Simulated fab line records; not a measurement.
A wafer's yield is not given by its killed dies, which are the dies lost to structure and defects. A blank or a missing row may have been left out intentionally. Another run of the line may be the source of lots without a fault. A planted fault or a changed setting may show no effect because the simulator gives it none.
Matching of chambers | flow n5Finfet | rieDiel-02 running N5_BEOL_M2_ETCHBACK_99: 4 sister chambers
The step etches SiO2 in CHF3, target depth 5 nm, time 10.4 s. 18 wafers are shown with their chamber, then 9 later ones without.

== WAFERS WITH THEIR CHAMBER ==
wafer  | chamber | showerheadPlenumPTorr (Torr) | oesProductAu (a.u.) | drypumpMotorCurrentA (A)
L076.1 | 0       | 2.04                         | 0.73                | 5.6
L076.3 | 1       | 2.05                         | 0.67                | 5.3
L076.5 | 0       | 2.04                         | 0.73                | 5.6
L077.2 | 0       | 2.04                         | 0.73                | 5.6
L077.5 | 1       | 2.05                         | 0.67                | 5.4
L077.6 | 0       | 2.04                         | 0.73                | 5.6
L078.3 | 3       | 2.04                         | 0.68                | 6.5
L078.5 | 2       | 2.30                         | 0.96                | 5.4
L078.6 | 1       | 2.05                         | 0.66                | 5.4
L080.2 | 3       | 2.03                         | 0.69                | 6.6
L080.3 | 1       | 2.05                         | 0.66                | 5.4
L080.6 | 1       | 2.05                         | 0.67                | 5.3
L084.1 | 0       | 2.03                         | 0.72                | 5.6
L084.5 | 1       | 2.05                         | 0.66                | 5.3
L084.6 | 0       | 2.03                         | 0.72                | 5.6
L089.1 | 0       | 2.03                         | 0.71                | 5.6
L089.2 | 3       | 2.03                         | 0.67                | 6.5
L089.5 | 3       | 2.03                         | 0.68                | 6.5

SIGNATURES, as means of the wafers listed above
reading               | chamber 0 | chamber 1 | chamber 2 | chamber 3 | scatter within a chamber
showerheadPlenumPTorr | 2.0357    | 2.0500    | 2.3000    | 2.0325    | 0.0042
oesProductAu          | 0.7243    | 0.6650    | 0.9600    | 0.6800    | 0.00718
drypumpMotorCurrentA  | 5.600     | 5.350     | 5.400     | 6.525     | 0.0401
Rule: distance of a wafer from a chamber = root of the sum over the readings of ((wafer's reading minus chamber's mean) / reading's scatter) squared. The wafer belongs to the nearest chamber; if the next one is less than 2 further off, it can't be placed. The scatter is the square root of a quotient: the sum, over the shown wafers, of each reading's squared deviation from its chamber's mean, divided by wafers minus chambers.

== WAFERS WITH NO CHAMBER GIVEN ==
wafer  | showerheadPlenumPTorr (Torr) | oesProductAu (a.u.) | drypumpMotorCurrentA (A)
L090.1 | 2.29                         | 0.90                | 5.4
L090.3 | 2.03                         | 0.71                | 5.6
L090.4 | 2.03                         | 0.67                | 6.6
L092.1 | 2.29                         | 0.89                | 5.4
L092.2 | 2.03                         | 0.67                | 6.6
L092.3 | 2.03                         | 0.69                | 5.6
L095.2 | 2.31                         | 0.94                | 5.4
L095.3 | 2.02                         | 0.66                | 6.5
L095.4 | 2.02                         | 0.70                | 5.6

== WHICH CHAMBER EACH WENT THROUGH ==
wafer  | from the rows above | in truth
L090.1 | 2                   | 2
L090.3 | 0                   | 0
L090.4 | 3                   | 3
L092.1 | 2                   | 2
L092.2 | 3                   | 3
L092.3 | 0                   | 0
L095.2 | 2                   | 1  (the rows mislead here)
L095.3 | 3                   | 3
L095.4 | 0                   | 0
Correctly placed: 8 of 9. From these rows, 0 cannot be placed. Number placed wrongly: 1.
